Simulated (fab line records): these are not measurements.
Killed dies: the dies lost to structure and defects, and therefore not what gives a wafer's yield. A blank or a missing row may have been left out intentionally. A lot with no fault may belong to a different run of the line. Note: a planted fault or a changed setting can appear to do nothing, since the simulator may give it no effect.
fab line records + flow n5Finfet
[record]
- lots = 5
- wafers = 15
- lastDay = 17
route steps=1938 shown SD_EPI_P@302 BEOL_M4@1111
lots with no fault: from the same line, run without faults
startH: hours from the record's first day to the start of the lot's first wafer shown + waitH: time in hours since the lot's previous step + " same as the row above + L1.1+2: a single row standing in for several wafers + - value missing, or start not given + * or withheld: withheld + < > ~ a bound
route shown NAME@n: names a module that has steps shown in the file, with the first one's number in the route + usual: mean/standard deviation taken from wafers without a fault + same: alike in all rows + chamber/n: place in a boat + sites: the reading at each site + _std_site: the values' standard deviation + _edge_site: outer sites' mean less inner sites' + radiusMm: how far each site lies from the wafer's centre + mask NAME#n: copy n + behind: the last tool/chamber to shape the wafer + hold: cause of the lot's hold/its duration in hours/its outcome + device: transistor that didn't switch, given as n, p or np + end of line: at the end of the route, the tests of the same wafers + for a step that has no rows: nothing shown but its recipe + killed: the dies lost at the first sort to structure and to defects; this is not the yield of the wafer + map: the dies of a wafer, with x for killed, . for not killed, _ for no die there
set.NAME: setting as actually run; set.NAME@STEP: the setting as run at that earlier step + model.NAME: the simulator's own value behind a step, which no gauge read
a table for each step, a row for each wafer; lots at some steps of the route
services: when a tool's chamber went out of use (startH, in hours from the record's first day, below 0 if earlier), for how many hours, and the reason
[[steps]]
[step N5_SD_EPI_P_DEVELOP_08]
[recipe]
- developTimeS = 30
- developer = TMAH
- resist = CAR-ArF-block
- devTempC = 23
- rinseLiquid = diw
- dry = airSpin
[step N5_SD_EPI_P_CD_MEAS_09]
[recipe]
- targetCdNm = 240
- landingEnergyEv = 500
- detector = seInlens
[usual]
- cdNm = 240.1/0.68
| lot.wafer | tool     | chamber | startH | waitH | cdNm  |
|-----------|----------|---------|--------|-------|-------|
| L538.1    | cdSem-01 | 0       | 71.60  | -     | 239.3 |
| L538.5    | "        | 0       | "      | "     | 239.2 |
| L538.6    | "        | 0       | "      | "     | 239.4 |
| L544.2    | cdSem-01 | 0       | 108.56 | -     | 241.1 |
| L544.3    | "        | 0       | "      | "     | 240.2 |
| L544.6    | "        | 0       | "      | "     | 241.6 |
| L554.2    | cdSem-02 | 0       | 170.22 | -     | 239.3 |
| L554.3    | "        | 0       | "      | "     | 239.2 |
| L554.4    | "        | 0       | "      | "     | 239.8 |
| L555.2    | cdSem-03 | 0       | 177.56 | -     | 240.4 |
| L555.5    | "        | 0       | "      | "     | 240.4 |
| L555.6    | "        | 0       | "      | "     | 239.4 |
| L558.1    | cdSem-02 | 0       | 191.55 | -     | 239.7 |
| L558.2    | "        | 0       | "      | "     | 239.7 |
| L558.5    | "        | 0       | "      | "     | 240.7 |
[step N5_SD_EPI_P_OVL_MEAS_10]
[recipe]
- pointsPerWafer = 44
[usual]
- SD_P_BLK_OVL = -0.1/0.71
| lot.wafer | tool       | chamber | startH | waitH | SD_P_BLK_OVL[nm] |
|-----------|------------|---------|--------|-------|------------------|
| L538.1    | overlay-01 | 0       | 71.63  | 0.0   | -1.3             |
| L538.5    | "          | 0       | "      | "     | -0.3             |
| L538.6    | "          | 0       | "      | "     | 0.0              |
| L544.2    | overlay-01 | 0       | 108.59 | 0.0   | -0.5             |
| L544.3    | "          | 0       | "      | "     | 0.4              |
| L544.6    | "          | 0       | "      | "     | -0.7             |
| L554.2    | overlay-01 | 0       | 170.25 | 0.0   | 1.0              |
| L554.3    | "          | 0       | "      | "     | 1.8              |
| L554.4    | "          | 0       | "      | "     | 1.7              |
| L555.2    | overlay-02 | 0       | 177.59 | 0.0   | -0.7             |
| L555.5    | "          | 0       | "      | "     | -0.2             |
| L555.6    | "          | 0       | "      | "     | -0.6             |
| L558.1    | overlay-02 | 0       | 191.59 | 0.0   | 0.6              |
| L558.2    | "          | 0       | "      | "     | -0.1             |
| L558.5    | "          | 0       | "      | "     | -0.1             |
[step N5_SD_EPI_P_INSPECT_11]
[recipe]
- mode = adi
- inspectInstrument = macro
[usual]
- rawDefectCount = 2.0/1.4
| lot.wafer | tool             | chamber | startH | waitH | rawDefectCount |
|-----------|------------------|---------|--------|-------|----------------|
| L538.1    | defectInspect-02 | -       | 71.66  | 0.0   | 1              |
| L538.5    | "                | -       | "      | "     | 4              |
| L538.6    | "                | -       | "      | "     | 3              |
| L544.2    | defectInspect-02 | -       | 108.61 | 0.0   | 0              |
| L544.3    | "                | -       | "      | "     | 2              |
| L544.6    | "                | -       | "      | "     | 1              |
| L554.2    | defectInspect-01 | -       | 170.27 | 0.0   | 4              |
| L554.3    | "                | -       | "      | "     | 1              |
| L554.4    | "                | -       | "      | "     | 0              |
| L555.2    | defectInspect-01 | -       | 177.61 | 0.0   | 3              |
| L555.5    | "                | -       | "      | "     | 1              |
| L555.6    | "                | -       | "      | "     | 2              |
| L558.1    | defectInspect-01 | -       | 191.62 | 0.0   | 2              |
| L558.2    | "                | -       | "      | "     | 1              |
| L558.5    | "                | -       | "      | "     | 1              |
[step N5_SD_EPI_P_DESCUM_14]
[recipe]
- chemistry = O2
- timeS = 7.9
- sourcePowerW = 50
- biasPowerW = 20
- pressureMtorr = 20
- rfFrequencyHz = 2.712e+07
- tempC = 40
- resist = CAR-ArF-block
- o2FlowSccm = 225
[usual]
- drypumpMotorCurrentA = 5.8/0.52
- oesProductAu = 0.83/0.093
- rfVppV = 243.7/1.4
- showerheadPlenumPTorr = 2.13/0.064
- throttleValvePct = 20.33/0.23
| lot.wafer | tool       | chamber | startH | waitH | drypumpMotorCurrentA | oesProductAu | rfHoursCounterH | rfVppV | showerheadPlenumPTorr | throttleValvePct |
|-----------|------------|---------|--------|-------|----------------------|--------------|-----------------|--------|-----------------------|------------------|
| L538.1    | rieDiel-01 | 1       | 71.69  | 0.0   | 5.7                  | 0.81         | 101             | 243.3  | 2.11                  | 20.31            |
| L538.5    | "          | 2       | "      | "     | 4.8                  | 0.87         | -               | 242.5  | 2.04                  | 20.11            |
| L538.6    | "          | 3       | "      | "     | 5.5                  | 0.95         | -               | 243.5  | 2.15                  | 20.30            |
| L544.2    | rieDiel-02 | 3       | 108.92 | 0.3   | 4.9                  | 0.71         | 212             | 244.6  | 2.15                  | 20.53            |
| L544.3    | "          | 1       | "      | "     | 5.8                  | 0.71         | 218             | 243.5  | 2.06                  | 20.82            |
| L544.6    | "          | 0       | "      | "     | 6.1                  | 0.78         | -               | 243.9  | 2.18                  | 20.00            |
| L554.2    | rieDiel-02 | 2       | 170.31 | 0.0   | 5.0                  | 0.81         | 84              | 243.1  | 2.03                  | 20.43            |
| L554.3    | "          | 3       | "      | "     | 4.9                  | 0.69         | 232             | 244.4  | 2.15                  | 20.55            |
| L554.4    | "          | 0       | "      | "     | 6.1                  | 0.76         | 141             | 245.4  | 2.18                  | 20.02            |
| L555.2    | rieDiel-03 | 3       | 177.65 | 0.0   | 5.7                  | 0.90         | 24              | 244.5  | 2.14                  | 20.32            |
| L555.5    | "          | 0       | "      | "     | 5.7                  | 0.94         | -               | 243.4  | 2.06                  | 19.91            |
| L555.6    | "          | 3       | "      | "     | 5.8                  | 0.91         | -               | 244.8  | 2.14                  | 20.30            |
| L558.1    | rieDiel-03 | 3       | 191.65 | 0.0   | 5.7                  | 0.92         | 28              | 243.2  | 2.14                  | 20.32            |
| L558.2    | "          | 1       | "      | "     | 6.6                  | 0.73         | 204             | 244.8  | 2.16                  | 20.45            |
| L558.5    | "          | 0       | "      | "     | 5.7                  | 0.93         | -               | 243.1  | 2.06                  | 19.92            |
[step N5_SD_EPI_P_ETCH_36]
[recipe]
- chemistry = CF4
- target = SiARC
- targetDepthA = 455
- maskMaterial = CAR-ArF-block
- timeS = 75.8
- ionEnergyEv = 80
- pressureMtorr = 40
- sourceW = 545
- biasW = 36
- Ar_flow_sccm = 100
- cf4FlowSccm = 100
- ends = cleared
[step N5_SD_EPI_P_ETCH_37]
[recipe]
- chemistry = N2/H2
- target = SOC
- overetchA = 1080
- maskMaterial = SiARC
- tempC = 40
- ionEnergyEv = 100
- sourceW = 3000
- biasW = 133
- pressureMtorr = 20
- timeS = 486
- n2FlowSccm = 200
- h2FlowSccm = 200
- ends = endPoint
[usual]
- biasW = 133.0/0.4
- drypumpMotorCurrentA = 5.8/0.52
- oesProductAu = 0.74/0.081
- rfVppV = 241.2/1.4
- showerheadPlenumPTorr = 2.59/0.081
- throttleValvePct = 23.66/0.21
| lot.wafer | tool       | chamber | startH | waitH | biasW | drypumpMotorCurrentA | oesProductAu | rfHoursCounterH | rfVppV | showerheadPlenumPTorr | throttleValvePct |
|-----------|------------|---------|--------|-------|-------|----------------------|--------------|-----------------|--------|-----------------------|------------------|
| L538.1    | rieDiel-01 | 1       | 71.78  | 0.0   | 132.9 | 5.7                  | 0.73         | 101             | 241.8  | 2.57                  | 23.71            |
| L538.5    | "          | 2       | "      | "     | 132.7 | 4.9                  | 0.78         | -               | 240.1  | 2.48                  | 23.27            |
| L538.6    | "          | 3       | "      | "     | 132.9 | 5.5                  | 0.85         | -               | 240.6  | 2.59                  | 23.61            |
| L544.2    | rieDiel-02 | 3       | 109.01 | 0.0   | 133.6 | 4.9                  | 0.63         | 212             | 241.5  | 2.61                  | 23.67            |
| L544.3    | "          | 1       | "      | "     | 132.4 | 5.9                  | 0.63         | 218             | 239.0  | 2.51                  | 24.06            |
| L544.6    | "          | 0       | "      | "     | 133.7 | 6.1                  | 0.70         | -               | 243.0  | 2.67                  | 23.64            |
| L554.2    | rieDiel-02 | 2       | 170.40 | 0.0   | 133.4 | 5.1                  | 0.73         | 84              | 240.8  | 2.46                  | 23.80            |
| L554.3    | "          | 3       | "      | "     | 133.3 | 4.9                  | 0.63         | 232             | 240.2  | 2.61                  | 23.67            |
| L554.4    | "          | 0       | "      | "     | 132.7 | 6.1                  | 0.68         | 141             | 243.2  | 2.66                  | 23.63            |
| L555.2    | rieDiel-03 | 3       | 177.74 | 0.0   | 132.9 | 5.8                  | 0.81         | 24              | 240.8  | 2.59                  | 23.68            |
| L555.5    | "          | 0       | "      | "     | 133.0 | 5.7                  | 0.83         | -               | 238.5  | 2.49                  | 23.23            |
| L555.6    | "          | 3       | "      | "     | 132.7 | 5.7                  | 0.81         | -               | 240.7  | 2.59                  | 23.66            |
| L558.1    | rieDiel-03 | 3       | 191.74 | 0.0   | 133.3 | 5.8                  | 0.80         | 28              | 241.3  | 2.59                  | 23.67            |
| L558.2    | "          | 1       | "      | "     | 132.7 | 6.6                  | 0.66         | 204             | 240.7  | 2.62                  | 23.75            |
| L558.5    | "          | 0       | "      | "     | 133.1 | 5.7                  | 0.82         | -               | 238.8  | 2.49                  | 23.23            |
[step N5_SD_EPI_P_STRIP_38]
[recipe]
- chemistry = N2/H2
- tempC = 40
- n2FlowSccm = 200
- h2FlowSccm = 200
- rfFrequencyHz = 6e+07
[step N5_SD_EPI_P_ETCHBACK_46]
[recipe]
- chemistry = CH3F/O2
- mode = anisotropicEtchback
- target = SiNx
- targetDepthA = 175
- stopOn = SiO2
- overEtchFrac = 0.3
- ionEnergyEv = 120
- pressureMtorr = 30
- sourceW = 395
- biasW = 73
- Ar_flow_sccm = 150
- CH3F_flow_sccm = 30
- O2_flow_sccm = 20
[usual]
- biasW = 72.96/0.21
- drypumpMotorCurrentA = 5.8/0.52
- oesProductAu = 0.71/0.076
- rfVppV = 298.5/2.2
- showerheadPlenumPTorr = 2.04/0.061
- throttleValvePct = 16.25/0.25
| lot.wafer | tool       | chamber | startH | waitH | biasW | drypumpMotorCurrentA | oesProductAu | rfHoursCounterH | rfVppV | showerheadPlenumPTorr | throttleValvePct |
|-----------|------------|---------|--------|-------|-------|----------------------|--------------|-----------------|--------|-----------------------|------------------|
| L538.1    | rieDiel-01 | 1       | 72.11  | 0.0   | 72.93 | 5.7                  | 0.69         | 101             | 300.3  | 2.02                  | 16.21            |
| L538.5    | "          | 2       | "      | "     | 73.26 | 4.9                  | 0.73         | -               | 299.0  | 1.95                  | 15.99            |
| L538.6    | "          | 3       | "      | "     | 72.94 | 5.5                  | 0.80         | -               | 304.2  | 2.05                  | 16.16            |
| L544.2    | rieDiel-02 | 3       | 109.33 | 0.0   | 73.14 | 4.9                  | 0.60         | 212             | 299.1  | 2.06                  | 16.52            |
| L544.3    | "          | 1       | "      | "     | 72.44 | 5.8                  | 0.60         | 218             | 297.6  | 1.98                  | 16.81            |
| L544.6    | "          | 0       | "      | "     | 73.41 | 6.1                  | 0.67         | -               | 298.8  | 2.08                  | 15.95            |
| L554.2    | rieDiel-02 | 2       | 170.72 | 0.0   | 72.96 | 5.1                  | 0.69         | 84              | 296.1  | 1.94                  | 16.37            |
| L554.3    | "          | 3       | "      | "     | 72.69 | 4.9                  | 0.59         | 232             | 299.5  | 2.05                  | 16.56            |
| L554.4    | "          | 0       | "      | "     | 72.71 | 6.1                  | 0.66         | 141             | 297.3  | 2.08                  | 15.98            |
| L555.2    | rieDiel-03 | 3       | 178.06 | 0.0   | 72.99 | 5.8                  | 0.77         | 24              | 298.7  | 2.04                  | 16.17            |
| L555.5    | "          | 0       | "      | "     | 72.82 | 5.6                  | 0.80         | -               | 300.6  | 1.97                  | 15.81            |
| L555.6    | "          | 3       | "      | "     | 72.97 | 5.8                  | 0.77         | -               | 299.2  | 2.04                  | 16.16            |
| L558.1    | rieDiel-03 | 3       | 192.07 | 0.0   | 72.70 | 5.7                  | 0.77         | 28              | 299.3  | 2.04                  | 16.17            |
| L558.2    | "          | 1       | "      | "     | 72.71 | 6.6                  | 0.62         | 204             | 298.4  | 2.06                  | 16.43            |
| L558.5    | "          | 0       | "      | "     | 73.05 | 5.6                  | 0.80         | -               | 301.6  | 1.96                  | 15.82            |
[step N5_SD_EPI_P_ETCH_47]
[recipe]
- chemistry = CH3F/O2
- target = SiOCN
- targetDepthA = 250
- maskMaterial = SOC
- ionEnergyEv = 60
- biasW = 29
- pressureMtorr = 30
- sourceW = 410
- Ar_flow_sccm = 150
- CH3F_flow_sccm = 30
- O2_flow_sccm = 20
[usual]
- biasW = 29.02/0.085
- drypumpMotorCurrentA = 5.8/0.51
- oesProductAu = 0.83/0.094
- rfVppV = 127.9/1
- showerheadPlenumPTorr = 2.04/0.061
- throttleValvePct = 16.22/0.25
| lot.wafer | tool       | chamber | startH | waitH | biasW | drypumpMotorCurrentA | oesProductAu | rfHoursCounterH | rfVppV | showerheadPlenumPTorr | throttleValvePct |
|-----------|------------|---------|--------|-------|-------|----------------------|--------------|-----------------|--------|-----------------------|------------------|
| L538.1    | rieDiel-01 | 1       | 72.21  | 0.1   | 29.08 | 5.7                  | 0.82         | 101             | 128.7  | 2.02                  | 16.17            |
| L538.5    | "          | 2       | "      | "     | 28.99 | 4.9                  | 0.88         | -               | 127.5  | 1.95                  | 15.95            |
| L538.6    | "          | 3       | "      | "     | 29.05 | 5.5                  | 0.96         | -               | 130.2  | 2.05                  | 16.15            |
| L544.2    | rieDiel-02 | 3       | 109.43 | 0.1   | 29.06 | 4.9                  | 0.69         | 212             | 128.2  | 2.06                  | 16.52            |
| L544.3    | "          | 1       | "      | "     | 28.92 | 5.8                  | 0.70         | 218             | 125.9  | 1.98                  | 16.77            |
| L544.6    | "          | 0       | "      | "     | 28.96 | 6.1                  | 0.77         | -               | 128.8  | 2.08                  | 15.92            |
| L554.2    | rieDiel-02 | 2       | 170.82 | 0.1   | 28.95 | 5.1                  | 0.81         | 84              | 127.4  | 1.94                  | 16.34            |
| L554.3    | "          | 3       | "      | "     | 29.03 | 4.9                  | 0.69         | 232             | 128.6  | 2.05                  | 16.53            |
| L554.4    | "          | 0       | "      | "     | 29.14 | 6.1                  | 0.77         | 141             | 127.7  | 2.08                  | 15.96            |
| L555.2    | rieDiel-03 | 3       | 178.16 | 0.1   | 28.98 | 5.8                  | 0.91         | 24              | 129.0  | 2.04                  | 16.14            |
| L555.5    | "          | 0       | "      | "     | 29.08 | 5.6                  | 0.94         | -               | 126.8  | 1.96                  | 15.78            |
| L555.6    | "          | 3       | "      | "     | 29.07 | 5.8                  | 0.93         | -               | 128.8  | 2.04                  | 16.13            |
| L558.1    | rieDiel-03 | 3       | 192.17 | 0.1   | 28.95 | 5.7                  | 0.90         | 28              | 127.6  | 2.04                  | 16.15            |
| L558.2    | "          | 1       | "      | "     | 29.03 | 6.6                  | 0.72         | 204             | 127.7  | 2.06                  | 16.42            |
| L558.5    | "          | 0       | "      | "     | 29.13 | 5.6                  | 0.92         | -               | 130.2  | 1.96                  | 15.80            |
[step N5_SD_EPI_P_ETCH_16]
[recipe]
- chemistry = CHF3/O2
- target = SiO2
- targetDepthA = 50
- maskMaterial = SOC
- pressureMtorr = 30
- sourceW = 650
- biasW = 170
- Ar_flow_sccm = 200
- CHF3_flow_sccm = 50
- O2_flow_sccm = 5
- ionEnergyEv = 200
[usual]
- biasW = 170.0/0.54
- drypumpMotorCurrentA = 5.8/0.52
- oesProductAu = 0.83/0.093
- rfVppV = 526/3.8
- showerheadPlenumPTorr = 2.45/0.071
- throttleValvePct = 18.80/0.25
| lot.wafer | tool       | chamber | startH | waitH | biasW | drypumpMotorCurrentA | oesProductAu | rfHoursCounterH | rfVppV | showerheadPlenumPTorr | throttleValvePct |
|-----------|------------|---------|--------|-------|-------|----------------------|--------------|-----------------|--------|-----------------------|------------------|
| L538.1    | rieDiel-01 | 1       | 72.31  | 0.1   | 170.1 | 5.7                  | 0.82         | 101             | 529    | 2.43                  | 18.78            |
| L538.5    | "          | 2       | "      | "     | 170.1 | 4.9                  | 0.89         | -               | 524    | 2.35                  | 18.50            |
| L538.6    | "          | 3       | "      | "     | 170.4 | 5.5                  | 0.96         | -               | 534    | 2.47                  | 18.76            |
| L544.2    | rieDiel-02 | 3       | 109.53 | 0.1   | 170.6 | 4.9                  | 0.70         | 212             | 528    | 2.48                  | 19.07            |
| L544.3    | "          | 1       | "      | "     | 169.4 | 5.8                  | 0.71         | 218             | 525    | 2.39                  | 19.36            |
| L544.6    | "          | 0       | "      | "     | 169.1 | 6.1                  | 0.79         | -               | 524    | 2.51                  | 18.46            |
| L554.2    | rieDiel-02 | 2       | 170.92 | 0.1   | 170.7 | 5.1                  | 0.81         | 84              | 521    | 2.34                  | 18.92            |
| L554.3    | "          | 3       | "      | "     | 169.8 | 4.9                  | 0.69         | 232             | 528    | 2.47                  | 19.09            |
| L554.4    | "          | 0       | "      | "     | 170.1 | 6.1                  | 0.77         | 141             | 525    | 2.50                  | 18.50            |
| L555.2    | rieDiel-03 | 3       | 178.26 | 0.1   | 170.0 | 5.8                  | 0.92         | 24              | 527    | 2.45                  | 18.76            |
| L555.5    | "          | 0       | "      | "     | 169.6 | 5.6                  | 0.93         | -               | 530    | 2.37                  | 18.34            |
| L555.6    | "          | 3       | "      | "     | 170.1 | 5.7                  | 0.91         | -               | 526    | 2.45                  | 18.73            |
| L558.1    | rieDiel-03 | 3       | 192.27 | 0.1   | 169.7 | 5.7                  | 0.92         | 28              | 524    | 2.45                  | 18.74            |
| L558.2    | "          | 1       | "      | "     | 170.0 | 6.6                  | 0.72         | 204             | 524    | 2.48                  | 18.98            |
| L558.5    | "          | 0       | "      | "     | 169.6 | 5.6                  | 0.92         | -               | 528    | 2.36                  | 18.36            |
[step N5_SD_EPI_P_STRIP_50]
[recipe]
- chemistry = CHF3/O2
- resist = SiARC
- rfFrequencyHz = 6e+07
[step N5_SD_EPI_P_SD_RECESS_17]
[recipe]
- chemistry = HBr/Cl2/O2
- targetDepthA = 391
- btTimeS = 3
- pressureMtorr = 10
- icpW = 800
- biasW = 112
- HBr_flow_sccm = 150
- Cl2_flow_sccm = 80
- O2_flow_sccm = 12
[usual]
- biasW = 112.00/0.29
- drypumpMotorCurrentA = 5.7/0.55
- oesProductAu = 1.008/0.017
- throttleValvePct = 36.95/0.21
| lot.wafer | tool     | chamber | startH | waitH | biasW  | drypumpMotorCurrentA | oesProductAu | rfHoursCounterH | throttleValvePct | model.etch.depthNm | model.SD_EPI_P.featureDepthNm |
|-----------|----------|---------|--------|-------|--------|----------------------|--------------|-----------------|------------------|--------------------|-------------------------------|
| L538.1    | rieSi-04 | 1       | 72.38  | 0.0   | 111.58 | 6.2                  | 1.022        | 56              | 36.94            | 39.46              | 39.4                          |
| L538.5    | "        | 3       | "      | "     | 112.08 | 4.7                  | 1.003        | -               | 37.11            | 39.14              | 39.2                          |
| L538.6    | "        | 0       | "      | "     | 112.06 | 5.5                  | 1.024        | -               | 36.78            | 38.31              | 38.4                          |
| L544.2    | rieSi-01 | 3       | 109.61 | 0.0   | 111.93 | 5.6                  | 1.031        | 119             | 36.88            | 39.65              | 39.6                          |
| L544.3    | "        | 0       | "      | "     | 111.79 | 6.4                  | 0.991        | 137             | 36.50            | 39.76              | 39.8                          |
| L544.6    | "        | 3       | "      | "     | 111.92 | 5.6                  | 1.038        | -               | 36.88            | 36.59              | 36.6                          |
| L554.2    | rieSi-04 | 0       | 170.99 | 0.0   | 111.99 | 5.5                  | 1.028        | 28              | 36.77            | 38.76              | 38.8                          |
| L554.3    | "        | 3       | "      | "     | 111.91 | 4.7                  | 1.006        | 151             | 37.11            | 38.96              | 39                            |
| L554.4    | "        | 1       | "      | "     | 112.21 | 6.2                  | 1.015        | 58              | 36.95            | 39.28              | 39.2                          |
| L555.2    | rieSi-02 | 0       | 178.33 | 0.0   | 111.96 | 6.2                  | 1.002        | 170             | 37.08            | 38.57              | 38.6                          |
| L555.5    | "        | 3       | "      | "     | 112.25 | 4.9                  | 0.970        | -               | 36.91            | 39.19              | 39.2                          |
| L555.6    | "        | 0       | "      | "     | 112.12 | 6.2                  | 0.999        | -               | 37.07            | 38.91              | 39                            |
| L558.1    | rieSi-01 | 3       | 192.34 | 0.0   | 111.78 | 5.6                  | 1.030        | 121             | 36.90            | 39.63              | 39.6                          |
| L558.2    | "        | 1       | "      | "     | 111.80 | 5.8                  | 0.997        | 157             | 36.92            | 38.68              | 38.6                          |
| L558.5    | "        | 1       | "      | "     | 111.46 | 5.9                  | 0.988        | -               | 36.91            | 38.85              | 38.8                          |
[step N5_SD_EPI_P_WET_ETCH_45]
[recipe]
- chemistry = dHF
- dilution = withheld
- timeS = 10.7
- target = SiO2
- targetDepthA = 20
- tempC = 25
- dry = ipaMarangoni
- rinseTimeS = 30
- rinseTempC = 23
[step N5_BEOL_M4_RC_MEAS_101]
[usual]
- DIBL_N = 36.3/1.4
- DIBL_P = 36.2/1.5
- IOFF_N = 0.160/0.021
- IOFF_P = 0.211/0.027
- ION_N = 676/7.7
- ION_P = 463/5.5
- SS_N = 71.4/0.57
- SS_P = 73.3/0.58
- VT_N = 249.3/2.5
- VT_P = -250.1/2.6
| lot.wafer | tool      | chamber | startH | waitH | DIBL_N[mV/V] | DIBL_P[mV/V] | IOFF_N[nA/um] | IOFF_P[nA/um] | ION_N[uA/um] | ION_P[uA/um] | SS_N[mV/dec] | SS_P[mV/dec] | VT_N[mV] | VT_P[mV] |
|-----------|-----------|---------|--------|-------|--------------|--------------|---------------|---------------|--------------|--------------|--------------|--------------|----------|----------|
| L538.1    | prober-02 | 0       | 183.55 | 0.0   | 39.3         | 40.3         | 0.204         | 0.276         | 684          | 468          | 72.2         | 74.4         | 247.3    | -245.4   |
| L538.5    | "         | 0       | "      | "     | 37.5         | 37.0         | 0.157         | 0.220         | 679          | 463          | 71.8         | 74.5         | 250.5    | -245.8   |
| L538.6    | "         | 0       | "      | "     | 37.5         | 37.4         | 0.174         | 0.225         | 678          | 458          | 71.0         | 74.0         | 248.4    | -248.4   |
| L544.2    | prober-02 | 0       | 222.65 | 0.2   | 35.9         | 37.5         | 0.178         | 0.216         | 682          | 462          | 72.0         | 73.2         | 248.8    | -251.3   |
| L544.3    | "         | 0       | "      | "     | 32.5         | 33.6         | 0.121         | 0.160         | 666          | 462          | 71.4         | 72.9         | 252.5    | -254.5   |
| L544.6    | "         | 0       | "      | "     | 35.2         | 35.9         | 0.167         | 0.184         | 681          | 456          | 71.8         | 73.7         | 249.3    | -252.2   |
| L554.2    | prober-02 | 0       | 276.27 | 0.2   | 34.5         | 33.4         | 0.134         | 0.177         | 673          | 460          | 70.6         | 72.8         | 250.8    | -250.7   |
| L554.3    | "         | 0       | "      | "     | 36.4         | 35.8         | 0.172         | 0.203         | 685          | 461          | 71.2         | 73.6         | 247.1    | -255.4   |
| L554.4    | "         | 0       | "      | "     | 35.2         | 34.1         | 0.147         | 0.186         | 675          | 460          | 71.2         | 72.7         | 248.0    | -252.7   |
| L555.2    | prober-02 | 0       | 297.07 | 0.2   | 36.4         | 37.7         | 0.155         | 0.221         | 668          | 462          | 71.0         | 73.7         | 248.5    | -249.1   |
| L555.5    | "         | 0       | "      | "     | 34.5         | 35.2         | 0.124         | 0.180         | 679          | 466          | 70.7         | 72.7         | 250.1    | -251.3   |
| L555.6    | "         | 0       | "      | "     | 34.5         | 36.1         | 0.126         | 0.186         | 667          | 460          | 71.2         | 73.0         | 251.4    | -252.6   |
| L558.1    | prober-01 | 0       | 313.17 | 0.0   | 35.4         | 35.1         | 0.131         | 0.199         | 674          | 464          | 71.6         | 72.8         | 253.6    | -252.5   |
| L558.2    | "         | 0       | "      | "     | 39.0         | 38.7         | 0.198         | 0.253         | 678          | 463          | 72.7         | 73.9         | 248.9    | -249.4   |
| L558.5    | "         | 0       | "      | "     | 35.8         | 35.4         | 0.136         | 0.192         | 668          | 455          | 72.0         | 72.1         | 253.2    | -252.4   |
[[services]]
| tool       | chamber | startH | hours | kind                        |
|------------|---------|--------|-------|-----------------------------|
| rieSi-01   | -       | 59.69  | 1.5   | repair                      |
| rieDiel-03 | 2       | 73.19  | 12.5  | repair                      |
| rieDiel-03 | 3       | 85.72  | -     | clean                       |
| rieDiel-03 | 3       | 85.72  | -     | consumableReplace:focusRing |
| rieDiel-03 | 3       | 85.72  | 16.5  | scheduledDown               |
| rieDiel-03 | 3       | 85.72  | 16.5  | ventCycle                   |
| rieDiel-02 | 3       | 88.48  | 5.4   | repair                      |
| rieSi-02   | 2       | 101.70 | 3.4   | repair                      |
| rieDiel-03 | 0       | 102.26 | -     | clean                       |
| rieDiel-03 | 0       | 102.26 | -     | consumableReplace:focusRing |
| rieDiel-03 | 0       | 102.26 | 15.1  | scheduledDown               |
| rieDiel-03 | 0       | 102.26 | 15.1  | ventCycle                   |
| rieSi-01   | 3       | 121.54 | 2.4   | repair                      |
| rieSi-01   | 0       | 122.46 | 1.1   | repair                      |
| rieSi-04   | 2       | 122.89 | 4.2   | repair                      |
| rieDiel-01 | 3       | 135.89 | 14.2  | repair                      |
| rieDiel-02 | 0       | 141.71 | 3.3   | repair                      |
| rieDiel-03 | 3       | 151.46 | 4.3   | repair                      |
| rieSi-01   | -       | 157.55 | 4.3   | pm                          |
| rieDiel-03 | 2       | 170.31 | 8.0   | repair                      |
[[key]]
firstSign none at tools or gauges
[modelEffect]
- step = N5_SD_EPI_P_SD_RECESS_17
- value = etch.depthNm
- without = 40.01
- struck = 36.59
metAt N5_SD_EPI_P_SD_RECESS_17
struckWafers L544.6
[fault]
- kind = processParameterDrift
- tool = rieSi-01
- chamber = -
- onsetH = 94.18
- steps = N5_SD_EPI_P_SD_RECESS_17
- channel = targetDepthA
- offset = -33.361
- shape = step
- endH = 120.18
- scope = struckWafersOnly
- actsIn = theseRecipesOnly
- stated = 391
